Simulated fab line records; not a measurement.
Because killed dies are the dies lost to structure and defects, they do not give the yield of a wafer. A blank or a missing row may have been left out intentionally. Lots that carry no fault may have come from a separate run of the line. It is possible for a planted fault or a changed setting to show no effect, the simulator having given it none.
Which tool was responsible? -- flow n5_finfet -- 10 lots with 30 wafers sampled at 5 steps, on a route of 1938 steps

== WHAT EACH GAUGE READ, for each wafer ==
Not one reading of a measure or inspect step in the record can be checked against a usual standard deviation.

== WHAT TOOL EACH LOT RAN ON (gives the tool, then ch and the chambers of the sampled wafers, and finally the start) ==
lot,N5_BEOL_M5_STRIP_64,N5_BEOL_M5_HM_OPEN_17,N5_BEOL_M5_ETCH_41,N5_BEOL_M5_CURE_80,N5_PASSIVATION_PROBE_49
L731,"rie_diel-03 ch 0,2,3, day 8 05:31","rie_metal-01 ch 0,1, day 8 05:35","rie_diel-04 ch 1,2, day 8 09:53","uv_cure-02 ch 0, day 8 10:19",-
L739,"rie_diel-04 ch 0,2,3, day 10 19:07","rie_metal-01 ch 0,1, day 10 19:09","rie_diel-05 ch 0,1,2, day 11 01:35","uv_cure-03 ch 1, day 11 01:55","prober-02, day 15 01:52"
L741,"rie_diel-04 ch 1,2, day 11 22:32","rie_metal-02 ch 0,1, day 11 22:37","rie_diel-05 ch 1,2, day 12 02:08","uv_cure-03 ch 0, day 12 02:34","prober-02, day 16 10:38"
L744,"rie_diel-03 ch 0,3, day 12 03:22","rie_metal-01 ch 0,1, day 12 03:25","rie_diel-05 ch 1,2,3, day 12 08:43","uv_cure-01 ch 0, day 12 09:02","prober-02, day 16 13:05"
L745,"rie_diel-03 ch 1,2,3, day 12 09:39","rie_metal-03 ch 0,1, day 12 09:43","rie_diel-03 ch 1,2,3, day 12 14:10","uv_cure-01 ch 0, day 12 14:35",-
L748,"rie_diel-05 ch 0,1,2, day 13 00:25","rie_metal-03 ch 0,1, day 13 00:28","rie_diel-03 ch 1,2, day 13 01:37","uv_cure-02 ch 1, day 13 01:56",-
L747,"rie_diel-05 ch 0,1,2, day 13 03:00","rie_metal-01 ch 0,1, day 13 03:02","rie_diel-04 ch 2,3, day 13 05:48","uv_cure-02 ch 1, day 13 06:07",-
L750,"rie_diel-03 ch 1,2,3, day 13 10:13","rie_metal-02 ch 0,1, day 13 10:15","rie_diel-04 ch 1,3, day 13 12:02","uv_cure-01 ch 2, day 13 12:22","prober-02, day 17 10:14"
L751,"rie_diel-05 ch 0,1,2, day 13 12:28","rie_metal-03 ch 0,1, day 13 12:30","rie_diel-04 ch 0,1,3, day 13 17:47","uv_cure-03 ch 1, day 13 18:14","prober-02, day 17 20:22"
L753,"rie_diel-03 ch 0,1,2, day 14 14:11","rie_metal-01 ch 0,1, day 14 14:14","rie_diel-05 ch 0,3, day 14 19:26","uv_cure-02 ch 2, day 14 19:58",-
- N5_BEOL_M5_STRIP_64: strips in CF4.
- N5_BEOL_M5_HM_OPEN_17: chemistry Cl2/BCl3, target TiN, target depth 20 nm, overetch 6 nm.
- N5_BEOL_M5_ETCH_41: etches SiCN in CH3F/O2, target depth 31.5 nm, time 56.7 s.
- N5_BEOL_M5_CURE_80: cures SiCOH lowk, time 120 s.
- N5_PASSIVATION_PROBE_49

== AS READ BY THE TOOLS THEMSELVES (means over the sampled wafers that have a number; for cases with no such wafer, the mark the record gives instead) ==
N5_BEOL_M5_STRIP_64. Usual: drypump_motor_current_A 5.8 A, standard deviation 0.4; oes_product_au 0.74 a.u., standard deviation 0.052; rf_vpp_V 271.6 V, standard deviation 1.3; showerhead_plenum_p_Torr 1.81 Torr, standard deviation 0.044; throttle_valve_pct 13.66 %, standard deviation 0.16.
lot,tool,drypump_motor_current_A (A),oes_product_au (a.u.),rf_vpp_V (V),showerhead_plenum_p_Torr (Torr),throttle_valve_pct (%),flag
L731,rie_diel-03,5.8,0.72,270.9,1.78,13.64,
L739,rie_diel-04,6.1,0.74,271.4,1.82,13.54,
L741,rie_diel-04,6.3,0.72,271.6,1.79,13.77,
L744,rie_diel-03,5.9,0.68,270.7,1.76,13.78,
L745,rie_diel-03,5.7,0.73,270.6,1.76,13.58,
L748,rie_diel-05,5.6,0.73,272.4,1.83,13.81,
L747,rie_diel-05,5.6,0.72,272.2,1.83,13.82,
L750,rie_diel-03,5.7,0.73,270.2,1.76,13.61,
L751,rie_diel-05,5.6,0.72,272.0,1.83,13.84,
L753,rie_diel-03,5.9,0.73,270.3,1.77,13.61,

N5_BEOL_M5_HM_OPEN_17. Usual: drypump_motor_current_A 5.7 A, standard deviation 0.32; oes_product_au 0.66 a.u., standard deviation 0.08; throttle_valve_pct 22.20 %, standard deviation 0.3.
lot,tool,drypump_motor_current_A (A),oes_product_au (a.u.),throttle_valve_pct (%),flag
L731,rie_metal-01,5.8,0.62,22.19,
L739,rie_metal-01,5.7,0.63,22.38,
L741,rie_metal-02,5.5,0.74,22.10,
L744,rie_metal-01,5.8,0.60,22.20,
L745,rie_metal-03,5.7,0.73,21.88,
L748,rie_metal-03,5.7,0.71,21.91,
L747,rie_metal-01,5.7,0.61,22.41,
L750,rie_metal-02,5.5,0.73,22.11,
L751,rie_metal-03,5.9,0.68,22.10,
L753,rie_metal-01,5.6,0.61,22.41,

N5_BEOL_M5_ETCH_41. Usual: drypump_motor_current_A 5.9 A, standard deviation 0.42; oes_product_au 0.75 a.u., standard deviation 0.057; rf_fwd_power_W 391.6 W, standard deviation 1.2; rf_vpp_V 297.5 V, standard deviation 1.3; showerhead_plenum_p_Torr 2.01 Torr, standard deviation 0.051; throttle_valve_pct 16.35 %, standard deviation 0.15.
lot,tool,drypump_motor_current_A (A),oes_product_au (a.u.),rf_fwd_power_W (W),rf_vpp_V (V),showerhead_plenum_p_Torr (Torr),throttle_valve_pct (%),flag
L731,rie_diel-04,6.3,0.75,390.3,297.4,1.99,16.41,
L739,rie_diel-05,5.6,0.73,392.3,298.4,2.05,16.52,
L741,rie_diel-05,5.7,0.74,487.0,277.3,2.06,16.54,OFF
L744,rie_diel-05,5.7,0.78,486.0,278.3,2.08,16.45,OFF
L745,rie_diel-03,5.7,0.75,391.5,297.1,1.96,16.29,
L748,rie_diel-03,5.7,0.76,392.6,297.6,1.97,16.20,
L747,rie_diel-04,6.5,0.69,390.8,297.7,1.98,16.34,
L750,rie_diel-04,6.3,0.71,391.6,296.6,1.99,16.48,
L751,rie_diel-04,6.0,0.74,391.7,297.3,2.03,16.35,
L753,rie_diel-05,5.4,0.77,391.6,298.5,2.04,16.53,

N5_BEOL_M5_CURE_80. Usual: lamp_power_pct 52.31 %, standard deviation 0.052; wafer_temp_C_max 372.0, standard deviation 0.82.
lot,tool,lamp_power_pct (%),wafer_temp_C_max,flag
L731,uv_cure-02,52.31,372.1,
L739,uv_cure-03,52.38,373.2,
L741,uv_cure-03,52.36,371.3,
L744,uv_cure-01,52.33,371.4,
L745,uv_cure-01,52.32,371.1,
L748,uv_cure-02,52.31,372.8,
L747,uv_cure-02,52.31,373.1,
L750,uv_cure-01,52.29,373.0,
L751,uv_cure-03,52.26,372.8,
L753,uv_cure-02,52.31,371.7,

N5_PASSIVATION_PROBE_49. Usual: defect_limited_yield 90.9 %, standard deviation 1.3; killed_at_M0_to_M3 35, standard deviation 10; killed_at_M4_up 15, standard deviation 5.7; killed_at_contacts 14, standard deviation 6.4; killed_at_front_end 40, standard deviation 11; killed_at_other 4, standard deviation 3.1; killed_dies 108, standard deviation 16; killed_open 71, standard deviation 11; killed_short 34, standard deviation 7.7; sort_bin_5_function 5.4 %, standard deviation 0.9; sort_bin_6_memory 3.4 %, standard deviation 0.61; sort_n_pass 1072, standard deviation 16; sort_yield_pct 90.9 %, standard deviation 1.3.
lot,tool,defect_limited_yield (%),killed_at_M0_to_M3,killed_at_M4_up,killed_at_contacts,killed_at_front_end,killed_at_other,killed_dies,killed_open,killed_short,sort_bin_5_function (%),sort_bin_6_memory (%),sort_n_pass,sort_yield_pct (%),flag
L739,prober-02,90.6,48,12,7,43,2,111,73,36,5.6,3.2,1069,90.6,
L741,prober-02,91.4,26,19,12,34,11,102,66,35,5.1,3.0,1078,91.4,
L744,prober-02,92.0,30,15,13,32,4,94,66,26,4.4,3.2,1086,92.0,
L750,prober-02,90.7,23,11,17,52,6,110,70,37,5.6,3.2,1070,90.7,
L751,prober-02,91.3,32,11,16,40,4,103,62,37,5.2,2.9,1077,91.3,

== THE ANSWER, worked out from the rows above alone ==
Rule: take the mean of a lot's wafers that have a number; if it is more than 3 standard deviations from the usual mean, the lot is off. Also off: a lot with no number at a reading for which 4 or more lots have one. Where the step has rows for the other lots, those lots are counted as sound. After the gauges, taken in route order, come the tools' own readings; for these a lot's mean is taken, as printed above. The first step at which some lot is off is used, and at that step the reading that is off furthest; a lot without a number counts as furthest.
Off at N5_BEOL_M5_ETCH_41 (rf_fwd_power_W): L741, L744.
If a tool, at that step or one of the process steps before it, ran each lot that is off and ran no sound lot following the first of them, it fits. Of those tried, none fits.

== WHAT HAD BEEN PUT IN BY THE SIMULATOR ==
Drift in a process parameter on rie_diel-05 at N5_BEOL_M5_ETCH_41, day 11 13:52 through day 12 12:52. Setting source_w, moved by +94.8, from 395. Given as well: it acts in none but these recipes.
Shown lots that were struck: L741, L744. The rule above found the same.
